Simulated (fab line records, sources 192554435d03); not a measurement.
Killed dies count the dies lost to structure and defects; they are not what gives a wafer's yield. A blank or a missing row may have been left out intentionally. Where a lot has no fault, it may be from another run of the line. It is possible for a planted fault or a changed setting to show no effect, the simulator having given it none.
Split-lot trial / flow n5-finfet / route with 1938 steps; 7 lots, 21 wafers read

== ABOUT THE SPLIT ==
At N5_BEOL_M7_COAT_71 (time 60 s, resist thk 5 nm), the setting spin-rpm was moved away from the recipe's 1500 rpm on 6 of the 21 wafers read, by -5.3% to +8.2%. This setting was run at the recipe's value on the other wafers.

== FROM THE SPLIT TO THE READING: what the file shows between them, 5 steps ==
- N5_BEOL_M7_EXPOSE_25: exposes mask V6, target cd 40 nm (also split here: dose-mj)
- N5_BEOL_M7_PEB_26: peb time 60 s
- N5_BEOL_M7_DEVELOP_27: develop time 30 s
- N5_BEOL_M7_CD_MEAS_28: target cd 40 nm
- N5_BEOL_M7_DESCUM_33: chemistry O2, time 7 s

== THE READING ==
etch.depth-nm (the simulator's own value, which no gauge read), in nm, at N5_BEOL_M7_ETCH_72 (etches underlayer in N2/H2, target depth 6.5 nm, time 5.2 s). The file does not state a usual value for it. Average 5.008 nm, standard deviation 0.014 nm, over the 15 wafers here run with the recipe.

wafer=L076.3; tool, chamber at the split=litho-track-03, 0; spin-rpm as run, rpm=1500; against the recipe=recipe; etch.depth-nm, nm=5.006; against lot-mates on the recipe=-
wafer=L076.4; tool, chamber at the split=litho-track-03, 0; spin-rpm as run, rpm=1500; against the recipe=recipe; etch.depth-nm, nm=5.016; against lot-mates on the recipe=-
wafer=L076.6; tool, chamber at the split=litho-track-03, 0; spin-rpm as run, rpm=1500; against the recipe=recipe; etch.depth-nm, nm=4.982; against lot-mates on the recipe=-
wafer=L081.1; tool, chamber at the split=litho-track-01, 0; spin-rpm as run, rpm=1500; against the recipe=recipe; etch.depth-nm, nm=5.015; against lot-mates on the recipe=-
wafer=L081.2; tool, chamber at the split=litho-track-01, 0; spin-rpm as run, rpm=1500; against the recipe=recipe; etch.depth-nm, nm=5.024; against lot-mates on the recipe=-
wafer=L081.4; tool, chamber at the split=litho-track-01, 0; spin-rpm as run, rpm=1500; against the recipe=recipe; etch.depth-nm, nm=5.01; against lot-mates on the recipe=-
wafer=L080.1; tool, chamber at the split=litho-track-01, 0; spin-rpm as run, rpm=1500; against the recipe=recipe; etch.depth-nm, nm=5.006; against lot-mates on the recipe=-
wafer=L080.3; tool, chamber at the split=litho-track-01, 0; spin-rpm as run, rpm=1500; against the recipe=recipe; etch.depth-nm, nm=5.026; against lot-mates on the recipe=-
wafer=L080.5; tool, chamber at the split=litho-track-01, 0; spin-rpm as run, rpm=1500; against the recipe=recipe; etch.depth-nm, nm=5.023; against lot-mates on the recipe=-
wafer=L084.2; tool, chamber at the split=litho-track-01, 0; spin-rpm as run, rpm=1420; against the recipe=-5.3%; etch.depth-nm, nm=5.143; against lot-mates on the recipe=+0.130
wafer=L084.3; tool, chamber at the split=litho-track-01, 0; spin-rpm as run, rpm=1500; against the recipe=recipe; etch.depth-nm, nm=5.013; against lot-mates on the recipe=-
wafer=L084.4; tool, chamber at the split=litho-track-01, 0; spin-rpm as run, rpm=1420; against the recipe=-5.3%; etch.depth-nm, nm=5.168; against lot-mates on the recipe=+0.155
wafer=L085.1; tool, chamber at the split=litho-track-02, 0; spin-rpm as run, rpm=1500; against the recipe=recipe; etch.depth-nm, nm=5.019; against lot-mates on the recipe=-
wafer=L085.2; tool, chamber at the split=litho-track-02, 0; spin-rpm as run, rpm=1623; against the recipe=+8.2%; etch.depth-nm, nm=4.828; against lot-mates on the recipe=-0.191
wafer=L085.4; tool, chamber at the split=litho-track-02, 0; spin-rpm as run, rpm=1623; against the recipe=+8.2%; etch.depth-nm, nm=4.823; against lot-mates on the recipe=-0.196
wafer=L093.2; tool, chamber at the split=litho-track-02, 0; spin-rpm as run, rpm=1424; against the recipe=-5.1%; etch.depth-nm, nm=5.136; against lot-mates on the recipe=+0.139
wafer=L093.3; tool, chamber at the split=litho-track-02, 0; spin-rpm as run, rpm=1500; against the recipe=recipe; etch.depth-nm, nm=4.997; against lot-mates on the recipe=-
wafer=L093.5; tool, chamber at the split=litho-track-02, 0; spin-rpm as run, rpm=1424; against the recipe=-5.1%; etch.depth-nm, nm=5.139; against lot-mates on the recipe=+0.142
wafer=L095.1; tool, chamber at the split=litho-track-02, 0; spin-rpm as run, rpm=1500; against the recipe=recipe; etch.depth-nm, nm=4.984; against lot-mates on the recipe=-
wafer=L095.2; tool, chamber at the split=litho-track-02, 0; spin-rpm as run, rpm=1500; against the recipe=recipe; etch.depth-nm, nm=5.004; against lot-mates on the recipe=-
wafer=L095.5; tool, chamber at the split=litho-track-02, 0; spin-rpm as run, rpm=1500; against the recipe=recipe; etch.depth-nm, nm=4.989; against lot-mates on the recipe=-

FIT RESULTS
A straight line over all 21 wafers: etch.depth-nm changes by -0.0242 nm for each +1% of spin-rpm; r = -0.99; the points scatter about the line by 0.015 nm.
The same after taking each lot's own level away (the mean of its wafers on the recipe; 21 wafers): -0.0251 nm for each +1%; r = -0.99; scatter 0.01 nm.
That fit puts the effect of the largest move of spin-rpm on the reading at 0.21 nm.
The span of the lots' own levels, 4.9923 to 5.0190 nm, comes to 1.9 times the standard deviation stated above.
Hence the lot-to-lot level has little effect on the slope; both slopes agree.
Check: for one of the wafers moved furthest among these (+8.2%), held out of the fit, the line's prediction against its lot-mates is -0.209 nm. Against them it came out at -0.191 nm.

== OTHER SPLITS APPLIED TO THESE WAFERS ==
Other splits were also applied to these wafers ahead of the reading. Each is held against what the fit with the lots' levels taken away leaves over:
other split on the same wafers=N5_BEOL_M6_ALD_77 ald-cycles; wafers away from the commonest value=8; r with etch.depth-nm (lot level and that fit taken away)=-0.20
other split on the same wafers=N5_BEOL_M7_EXPOSE_25 dose-mj; wafers away from the commonest value=5; r with etch.depth-nm (lot level and that fit taken away)=-0.16

== FILE'S OWN FIT ==
etch.depth-nm changes by -0.0252 nm for each +1% of spin-rpm, r = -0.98.
